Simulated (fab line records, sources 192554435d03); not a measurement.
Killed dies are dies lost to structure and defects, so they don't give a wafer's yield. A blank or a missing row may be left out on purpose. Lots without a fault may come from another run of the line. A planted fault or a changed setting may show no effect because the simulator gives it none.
fab line records | flow n5_finfet
record lots=5 wafers=15 last_day=18
route steps=1938 shown BEOL_M6@1248 BEOL_M7@1263 PASSIVATION@1936
lots that met no fault: from a run of the same line without faults
start_h: hours from the record's first day to the start of the lot's first wafer shown | wait_h: hours since the lot's step before | " the same as in the row above | L1.1+2: a row that stands for several wafers | - no value, or no start given | * or withheld: withheld | < > ~ a bound
route shown NAME@n: a module of which the file shows steps, and the number in the route of the first | usual: mean/standard deviation of fault-free wafers | same: alike in all rows | chamber/n: place in a boat | sites: the reading at each site | _std_site: their standard deviation | _edge_site: outer sites' mean less inner sites' | radius_mm: how far each site lies from the wafer's centre | mask NAME#n: copy n | behind: the tool/chamber that last shaped the wafer | hold: why the lot was held/for how many hours/how that ended | device: the transistor (n, p or np) that didn't switch | end of line: the same wafers' tests at the end of the route | a step without rows: its recipe alone | killed: dies lost to structure and defects at the first sort, not the wafer's yield | map: a wafer's dies, x killed, . not, _ none there
set.NAME: the setting as run; set.NAME@STEP: as run at that earlier step | model.NAME: the simulator's own value behind a step, which no gauge read
lots at some steps of the route; a table a step, a row a wafer
services: from which hour (start_h, from the record's first day; less than 0 if before it) a tool's chamber was out of use, for how many hours, and why
## steps
# step N5_BEOL_M6_CURE_75
# recipe temp_c=370 time_s=120 ambient=DMADMS/He material=SiCOH_lowk
# step N5_BEOL_M6_DEGAS_44
# recipe ambient=vacuum temp_c=250 time_s=60
# step N5_BEOL_M6_PRE_CLEAN_45
# recipe gas=H2/He time_s=30 temp_c=250
# step N5_BEOL_M6_ALD_77
# recipe material=TaN target_thk_a=20 temp_c=275 ald_precursor_family=PDMAT ald_co_reactant=NH3 pressure_torr=3 carrier_flow_sccm=1500 pulse_time_s=2 purge_time_s=3 co_reactant_purge_time_s=2 co_reactant_pulse_time_s=3 ald_cycles=40 precursor_vessel_temp_c=75 precursor_vessel_pressure_torr=26.25 precursor_vessel_carrier_sccm=1000
# step N5_BEOL_M6_SURFACE_TREAT_79
# recipe gas=Ar time_s=* ion_energy_ev=* ion_current_ma_cm2=0.5 pressure_mtorr=* ar_flow_sccm=30
# step N5_BEOL_M6_CVD_78
# recipe material=Co target_thk_a=20 temp_c=withheld precursor=CCTBA/H2 pressure_torr=30 time_s=142.3
# step N5_BEOL_M6_SPUTTER_48
# recipe material=Cu target_thk_a=100 temp_c=-20 bias_v=60 power_w=26000 chamber_pressure_pa=0.13 time_s=1.667
# step N5_BEOL_M6_ECD_50
# recipe material=Cu target_thk_a=3000
# step N5_BEOL_M6_ANNEAL_51
# recipe temp_c=225 time_s=90 ambient=N2
# step N5_BEOL_M6_CMP_52
# recipe stop_on=SiCOH_lowk t_overpolish_s=6.9 down_force_psi=1 platen_rpm=50 clearing_platen_down_force_psi=1.5 clearing_platen_rpm=50 post_cmp_clean=cu_alkaline target_thk_nm=80 clearing_platen_pad_velocity_m_s=0.99484 pad_velocity_m_s=0.99484
# step N5_BEOL_M6_PRE_CLEAN_55
# recipe gas=NH3 time_s=15 temp_c=withheld rf_power_w=300
# step N5_BEOL_M6_DEP_56
# recipe material=SiCN target_thk_a=100 temp_c=withheld precursor=3MS/NH3 pressure_torr=3 rf_w=202 time_s=17.5
# usual showerhead_plenum_p_Torr=3.664/0.012 throttle_valve_pct=9.3/0.32
# columns lot.wafer tool chamber start_h wait_h showerhead_plenum_p_Torr throttle_valve_pct
L487.1 pecvd-03 1 218.64 0.0 3.652 9.6
L487.5 " 0 " " 3.683 9.6
L487.6 " 2 " " 3.663 9.3
L486.1 pecvd-03 0 222.35 0.0 3.688 9.6
L486.4 " 1 " " 3.659 9.3
L486.6 " 2 " " 3.660 9.3
L488.3 pecvd-03 1 224.36 0.0 3.667 9.4
L488.5 " 0 " " 3.676 9.7
L488.6 " 2 " " 3.670 9.2
L496.4 pecvd-03 2 338.89 0.0 3.666 9.5
L496.5 " 1 " " 3.659 9.5
L496.6 " 0 " " 3.688 9.5
L491.1 pecvd-03 0 355.32 0.0 3.681 9.4
L491.2 " 2 " " 3.657 9.3
L491.6 " 0 " " 3.686 9.6
# step N5_BEOL_M6_INSPECT_58
# recipe inspect_instrument=darkfield mode=post_dep
# usual raw_defect_count=70/22
# columns lot.wafer tool chamber start_h wait_h raw_defect_count
L487.1 defect_inspect-02 - 218.73 0.0 105
L487.5 " - " " 89
L487.6 " - " " 1415
L486.1 defect_inspect-01 - 222.45 0.0 92
L486.4 " - " " 108
L486.6 " - " " 1549
L488.3 defect_inspect-02 - 224.46 0.0 124
L488.5 " - " " 98
L488.6 " - " " 1387
L496.4 defect_inspect-01 - 338.97 0.0 90
L496.5 " - " " 94
L496.6 " - " " 66
L491.1 defect_inspect-02 - 355.41 0.0 62
L491.2 " - " " 93
L491.6 " - " " 80
# step N5_BEOL_M7_ILD_DEP_00
# recipe material=SiCOH_lowk target_thk_a=1797.5 temp_c=300 precursor=DEMS/porogen pressure_torr=5 rf_w=500 time_s=33.4
# step N5_BEOL_M7_CURE_74
# recipe temp_c=385 time_s=240 ambient=He/Ar material=SiCOH_lowk
# step N5_BEOL_M7_PECVD_70
# recipe material=SiO2 target_thk_a=200 temp_c=400 precursor=TEOS/O2 pressure_torr=5.5 rf_w=450 teos_flow_sccm=53.8 gas=O2 flow_sccm=3000 time_s=22.7
# step N5_BEOL_M7_HM_DEP_02
# recipe material=TiN target_thk_a=200 temp_c=25 chamber_pressure_pa=0.49996
# step N5_BEOL_M7_COAT_59
# recipe resist=SOC temp_c=250 time_s=60 spin_rpm=1500 resist_thk_nm=100
# step N5_BEOL_M7_COAT_60
# recipe resist=SiARC temp_c=220 time_s=60 spin_rpm=1500 resist_thk_nm=35
# step N5_BEOL_M7_COAT_05
# recipe resist=CAR-ArF spin_rpm=1500 resist_thk_nm=90
# step N5_BEOL_M7_EBR_07
# recipe solvent=PGMEA ebr_width_mm=1.5
# step N5_BEOL_M7_SOFTBAKE_06
# recipe temp_c=110 time_s=60 resist=CAR-ArF
# step N5_BEOL_M7_EXPOSE_08
# recipe mask_id=M7 na=1.35 source_shape=dipole sigma_inner=0.817 sigma_outer=0.97 polarization=te dose_mj=68.25
# step N5_BEOL_M7_PEB_09
# recipe peb_temp_c=withheld peb_time_s=60 resist=CAR-ArF
# step N5_BEOL_M7_DEVELOP_10
# recipe develop_time_s=30 developer=TMAH resist=CAR-ArF rinse_liquid=diw dry=air_spin dev_temp_c=23
# step N5_BEOL_M7_INSPECT_13
# recipe mode=adi inspect_instrument=brightfield
# usual raw_defect_count=371/86
# columns lot.wafer tool chamber start_h wait_h raw_defect_count
L487.1 defect_inspect-01 - 219.91 0.0 431
L487.5 " - " " 542
L487.6 " - " " 2070
L486.1 defect_inspect-01 - 223.58 0.0 476
L486.4 " - " " 438
L486.6 " - " " 1946
L488.3 defect_inspect-02 - 225.72 0.0 489
L488.5 " - " " 426
L488.6 " - " " 1629
L496.4 defect_inspect-01 - 340.11 0.0 479
L496.5 " - " " 355
L496.6 " - " " 312
L491.1 defect_inspect-02 - 357.56 0.0 337
L491.2 " - " " 459
L491.6 " - " " 307
# step N5_BEOL_M7_DESCUM_16
# recipe chemistry=O2 time_s=7.9 source_power_w=50 bias_power_w=20 pressure_mtorr=20 rf_frequency_hz=2.712e+07 temp_c=40 resist=CAR-ArF o2_flow_sccm=225
# step N5_PASSIVATION_PROBE_49
# usual defect_limited_yield=91.0/1.5 killed_at_M0_to_M3=32/9.6 killed_at_M4_up=13/4.7 killed_at_contacts=13/7.2 killed_at_front_end=44/13 killed_at_other=4/3.4 killed_dies=106/18 killed_on_rim=14/4.2 killed_open=70/13 killed_short=35/8 sort_bin_5_function=5.3/0.97 sort_bin_6_memory=3.4/0.73 sort_bin_8_speed=0.00/0.036 sort_n_pass=1074/18 sort_yield_pct=91.0/1.5
# same gross_dies=1180 killed_at_back_side=0 sort_bin_4_leakage[%]=0
# columns lot.wafer tool chamber start_h wait_h defect_limited_yield[%] killed_at_M0_to_M3 killed_at_M4_up killed_at_contacts killed_at_front_end killed_at_other killed_dies killed_on_rim killed_open killed_short sort_bin_5_function[%] sort_bin_6_memory[%] sort_bin_8_speed[%] sort_n_pass sort_yield_pct[%]
L487.1 prober-02 - 278.60 0.0 92.9 20 11 11 41 1 84 11 58 26 4.8 2.2 0 1096 92.9
L487.6 prober-02 - 278.85 0.3 84.7 35 96 8 38 3 180 29 58 28 9.6 3.0 0 1000 84.7
L486.6 prober-02 - 290.73 0.3 84.2 26 116 6 38 1 187 30 59 23 8.6 3.3 0.08 993 84.2
L488.6 prober-01 - 295.41 0.3 84.4 24 96 16 41 7 184 31 60 32 8.6 3.4 0 996 84.4
L491.1 prober-02 - 442.10 0.0 89.2 38 15 22 51 1 127 13 79 40 6.3 3.5 0 1053 89.2
L491.2 prober-02 - 442.15 0.1 91.5 24 15 19 40 2 100 16 66 26 4.2 3.6 0 1080 91.5
L491.6 prober-02 - 442.35 0.3 88.5 29 29 28 45 5 136 25 98 32 7.5 3.3 0 1044 88.5
# killed by level:class
L487.1 MOL_CONTACT_COAG:geometric_particle:open=11 STI_FIN_REVEAL:geometric_particle:open=10 FIN_SAQP:geometric_particle:open=5 ILD0:geometric_particle:short=5 BEOL_M0:geometric_particle:open=5 BEOL_M0_SAQP:geometric_particle:short=4 DUMMY_GATE:geometric_particle:open=3 BEOL_M3:geometric_particle:open=3
L487.6 BEOL_M6:unspecified=94 FIN_SAQP:geometric_particle:open=12 BEOL_M1:geometric_particle:open=12 BEOL_M2:geometric_particle:open=7 MOL_CONTACT_COAG:geometric_particle:open=6 STI_FIN_REVEAL:geometric_particle:open=5 GATE_CUT:geometric_particle:short=4 BEOL_M0_SAQP:geometric_particle:short=4
L486.6 BEOL_M6:unspecified=100 BEOL_M4:geometric_particle:open=12 FIN_SAQP:geometric_particle:short=9 STI_FIN_REVEAL:geometric_particle:open=6 MOL_CONTACT_COAG:geometric_particle:open=6 BEOL_M0:geometric_particle:open=6 BEOL_M2:geometric_particle:open=5 BEOL_M0_SAQP:geometric_particle:open=4
L488.6 BEOL_M6:unspecified=90 MOL_CONTACT_COAG:geometric_particle:open=13 FIN_SAQP:geometric_particle:open=9 STI_FIN_REVEAL:geometric_particle:open=8 BEOL_M0_SAQP:geometric_particle:short=7 BEOL_M0_SAQP:geometric_particle:open=6 GATE_CUT:geometric_particle:short=5 BEOL_M2:geometric_particle:open=5
L491.1 FIN_SAQP:geometric_particle:open=17 MOL_CONTACT_COAG:geometric_particle:open=16 FIN_SAQP:geometric_particle:short=12 BEOL_M0_SAQP:geometric_particle:open=10 BEOL_M4:geometric_particle:open=10 BEOL_M0_SAQP:geometric_particle:short=7 MOL_CONTACT_COAG:geometric_particle:short=6 BEOL_M1:geometric_particle:open=6
L491.2 FIN_SAQP:geometric_particle:open=15 MOL_CONTACT_COAG:geometric_particle:open=14 BEOL_M4:geometric_particle:open=10 HKMG_FIN:area_etch=7 BEOL_M0_SAQP:geometric_particle:short=6 MOL_CONTACT_COAG:geometric_particle:short=5 BEOL_M0_SAQP:geometric_particle:open=5 FIN_SAQP:geometric_particle:short=4
L491.6 MOL_CONTACT_COAG:geometric_particle:open=22 BEOL_M4:geometric_particle:open=18 FIN_SAQP:geometric_particle:open=10 DUMMY_GATE:geometric_particle:open=9 BEOL_M0_SAQP:geometric_particle:short=9 BEOL_M1:geometric_particle:open=7 MOL_CONTACT_COAG:geometric_particle:short=6 HKMG_FIN:area_etch=6
# map L486.6 (x killed, . not)
_________________.x......x...________________
______________.................._____________
___________.......x................__________
__________.......................x.._________
________.........................xx..._______
_______....................x...........______
______..................x.....x........._____
_____.................................x..____
____................x......x...x.....x....___
___...................x.......x............__
___..............x...............x.....x...__
__...........x...x.x.......x.............x.._
__....x...........x.............x..........._
_..x.......x..x.x...............x............
_......x.......x..................x....x.....
_..............................x.........x...
_..........x............................x....
_................x.......x.....x...x........x
_....................x.......................
_...x....x............x........x.........x...
_x...x............x.......x.......xxx........
__..x..x..x...........................x....._
__.x.x.xxxxx..x....xx....x.x.....x....x....._
___.xxxxxxxxxxx.x....x....................x__
___xxxxxxxxxxxx......x.......x...x.......x.__
____xxxxxxxxxxx.......................x...___
_____xxxxxxxxxxxx.........x..............____
______xxxxxxxxxxx......x...x.....x......_____
_______xxxxxxxxxx...........x......x...______
________xxxxxxxxx.....x.......x...xx.._______
__________xxxx.xx............x....x._________
___________xxx.xx...x..............__________
______________x.xx.............._____________
_________________............________________
# map L487.6 (x killed, . not)
_________________x......x....________________
______________.......x.........._____________
___________............x....x......__________
__________................xx.....x.._________
________......x..........x...x......x._______
_______......................x.........______
______x...x....x......x................._____
_____...xx.....xx.....x...x.x.....x......____
____.......x.x.............x.........x..x.___
___x...x...............................xx..__
___........................................__
__............x.....x...............x......._
__..................................x......._
_.........x..........................x.......
_..x.......................x..........x....x.
_..x...x.....................................
_.........x..................................
_..x...........x..........x..................
_...x.....................x..x.......x.......
_.x.....x....................................
_x.................x.....x..x........x.......
__.x.x.xx.x..x.....x........x..............._
__...xxxxxx..x....x...........xx....xx...x.._
___.xxxxxxxxx...........x...xx.............__
___xxxxxxxxxxxx.x......x...x...............__
____xxxxxxxxxxx.x...x...x...x...........x.___
_____xxxxxxxxxxx.................x.......____
______xxxxxxxxxx...x...................._____
_______xxxxxxxx......................x.______
________xxxxxxxxxx...................._______
__________xxxxx....................._________
___________xxxxxx..................__________
______________.......x.........._____________
_________________.......x....________________
## services
# columns tool chamber start_h hours kind
pecvd-03 1 210.14 2.1 scheduled_down
pecvd-03 0 263.54 - calibration
## key
first_sign step=N5_BEOL_M6_INSPECT_58 reading=raw_defect_count direction=up sigmas=63 usual=70 struck=1450
effect step=N5_BEOL_M7_INSPECT_13 reading=raw_defect_count direction=up sigmas=18 usual=371 struck=1882
effect step=N5_PASSIVATION_PROBE_49 reading=killed_at_M4_up direction=up sigmas=19 usual=13 struck=103
more_kills_born_at N5_BEOL_M6_DEP_56@pecvd-03=284
met_at N5_BEOL_M6_DEP_56
struck_wafers L486.6,L487.6,L488.6
fault kind=chamber_particle_source tool=pecvd-03 chamber=2 onset_h=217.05 steps=N5_BEOL_M6_DEP_56 rate_per_visit_cm2=2.0844 end_h=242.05
